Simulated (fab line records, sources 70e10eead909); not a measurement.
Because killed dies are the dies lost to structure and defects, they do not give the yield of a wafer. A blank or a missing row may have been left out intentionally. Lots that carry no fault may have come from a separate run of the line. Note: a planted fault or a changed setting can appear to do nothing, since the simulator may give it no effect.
The tool behind it: which one?	flow nand harc	12 lots with 36 wafers sampled at 4 steps, on a route of 1302 steps

WHAT THE GAUGES READ, wafer by wafer
NHARC_P_ZERO_WELL_CD_MEAS_37: the cd target is 720 nm.
lot	measured	on	cd nm (nm)
L880	day 2 00:05	cd sem-01	720.2 716.2 717.7
L881	day 2 09:59	cd sem-01	718.6 716.9 718.3
L883	day 3 06:07	cd sem-02	720.2 717.3 718.8
L884	day 3 16:19	cd sem-01	720.7 720.6 719.0
L885	day 4 02:29	cd sem-01	720.2 721.6 719.5
L886	day 4 12:15	cd sem-01	718.1 718.3 719.0
L894	day 7 20:07	cd sem-02	709.2 703.8 705.8 709.1 703.8 705.5
L895	day 8 06:07	cd sem-01	703.8 705.8 708.8 703.7 705.9 708.7
L897	day 9 02:07	cd sem-03	720.6 719.3 720.3
L899	day 9 22:05	cd sem-01	717.3 717.6 719.2
L902	day 11 04:05	cd sem-03	722.7 718.1 719.1
L903	day 11 14:06	cd sem-02	719.4 717.6 716.2

NHARC_P_STI_OCD_MEAS_17.
lot	measured	on	trench depth nm (nm)	trench foot cd nm (nm)
L880	day 3 07:35	ocd-02	303 301 304	158.1 154.3 158.1
L881	day 3 07:23	ocd-01	304 292 296	164.0 159.4 160.8
L883	day 4 04:33	ocd-01	310 300 309	155.7 156.9 157.4
L884	day 4 14:34	ocd-01	301 295 304	153.0 157.0 152.9
L885	day 4 23:28	ocd-01	296 300 301	157.7 155.7 158.4
L886	day 5 06:59	ocd-01	301 303 302	157.1 155.0 158.9
L894	day 8 15:29	ocd-02	304 305 302	155.4 156.3 156.8
L895	day 9 00:46	ocd-02	299 300 305	156.8 158.9 157.8
L897	day 9 21:33	ocd-01	302 304 302	158.6 157.4 160.2
L899	day 10 17:46	ocd-01	301 301 300	153.8 158.6 154.8
L902	day 12 02:16	ocd-02	300 304 302	154.8 159.7 158.4
L903	day 12 12:59	ocd-01	300 299 300	154.1 156.6 155.3

NHARC_P_STI_OCD_MEAS_43.
lot	measured	on	trench depth nm (nm)	trench foot cd nm (nm)
L880	day 3 08:05	ocd-02	303 301 304	157.9 154.4 157.8
L881	day 3 07:54	ocd-01	304 293 296	163.9 159.1 160.7
L883	day 4 05:04	ocd-02	310 301 309	155.4 158.0 156.9
L884	day 4 15:05	ocd-02	301 295 303	153.0 157.8 153.3
L885	day 4 23:58	ocd-02	296 301 300	157.5 154.8 157.9
L886	day 5 07:30	ocd-01	301 303 302	157.6 154.8 158.8
L894	day 8 16:00	ocd-01	304 305 302	154.9 157.0 156.7
L895	day 9 01:16	ocd-01	300 300 305	157.3 159.3 157.2
L897	day 9 22:04	ocd-02	302 304 301	158.8 157.8 160.4
L899	day 10 18:17	ocd-02	300 301 300	153.9 158.5 154.8
L902	day 12 02:47	ocd-01	300 304 303	154.8 160.0 158.6
L903	day 12 13:29	ocd-02	300 299 300	154.6 157.2 155.6

TOOL THAT RAN EACH LOT (tool first, then ch and the chambers of the sampled wafers, then the start)
lot	NHARC_P_ZERO_WELL_PEB_35
L880	litho track-05 ch 0, day 1 23:59
L881	litho track-05 ch 0, day 2 09:53
L883	litho track-03 ch 0, day 3 06:02
L884	litho track-03 ch 0, day 3 16:14
L885	litho track-07 ch 0, day 4 02:23
L886	litho track-03 ch 0, day 4 12:10
L894	litho track-07 ch 0, day 7 20:01
L895	litho track-07 ch 0, day 8 06:01
L897	litho track-05 ch 0, day 9 02:01
L899	litho track-03 ch 0, day 9 22:00
L902	litho track-05 ch 0, day 11 04:00
L903	litho track-05 ch 0, day 11 14:01
- NHARC_P_ZERO_WELL_PEB_35: peb time 85 s.

AS READ BY THE TOOLS THEMSELVES (means over the sampled wafers that have a number; for cases with no such wafer, the mark the record gives instead)
NHARC_P_ZERO_WELL_PEB_35.
lot	tool	exhaust pa (Pa)	heater power total W (W)	plate temp C (C)	resist line temp C (C)
L880	litho track-05	45.0	163.90	118.14	23.01
L881	litho track-05	46.0	164.15	118.10	22.94
L883	litho track-03	44.8	164.08	118.05	23.04
L884	litho track-03	45.6	164.02	117.97	23.06
L885	litho track-07	44.5	164.14	118.02	22.99
L886	litho track-03	44.5	163.70	118.12	23.05
L894	litho track-07	44.6	152.72	111.92	22.92
L895	litho track-07	46.4	152.98	111.85	22.87
L897	litho track-05	46.4	164.20	117.81	22.99
L899	litho track-03	44.8	163.91	117.91	22.86
L902	litho track-05	44.6	163.94	118.07	23.12
L903	litho track-05	44.6	164.21	117.69	22.91

THE ANSWER, worked out from the rows above alone
Rule: the lots themselves supply what counts as usual. Put in order of their means at a reading, lots are off if they are a third of the lots or fewer, leave a main group of 4 or more, and stand apart from it by a gap of 3 or more times the standard deviation of the main group's means; of several such gaps the widest counts. Not used: any main group whose means are identical at the precision the tables above print for the reading. A lot without any number at a reading at which 4 lots or more have one is off too. Where the step has rows for the other lots, those lots are counted as sound. The gauges are gone through in route order, then the tools' own readings, and for those a lot's mean is taken as printed above. The first step at which some lot is off is used, and at that step the reading that is off furthest; a lot without a number counts as furthest.
Off, at NHARC_P_ZERO_WELL_CD_MEAS_37 on cd nm: L894, L895. The main group has a mean of 719.0 nm with a standard deviation of 1.
A tool fits if, at a process step before that reading, it ran every lot that is off, and no sound lot after the first of them. The gauges at NHARC_P_ZERO_WELL_CD_MEAS_37 aren't tried: what is off there is off at NHARC_P_ZERO_WELL_PEB_35 too, on other tools, and a gauge's error can't cause that. One fits: NHARC_P_ZERO_WELL_PEB_35 on litho track-07. A fault onset in the window from L885 (day 4 02:23, its last sound lot) to L894 (day 7 20:01, its first lot off) fits.
The tool's own readings at NHARC_P_ZERO_WELL_PEB_35 bear it out: on the lots that are off they differ by more than 5 times the standard deviation of the sound lots' means. heater power total W reads 152.85 W there against 164.03 W on the sound lots; plate temp C reads 111.88 C there against 117.99 C on the sound lots.

WHAT THE SIMULATOR HAD INSERTED
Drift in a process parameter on litho track-07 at NHARC_P_ZERO_WELL_PEB_35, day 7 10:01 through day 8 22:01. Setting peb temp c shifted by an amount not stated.
Struck lots among those shown: L894, L895. The same result came from the rule above.
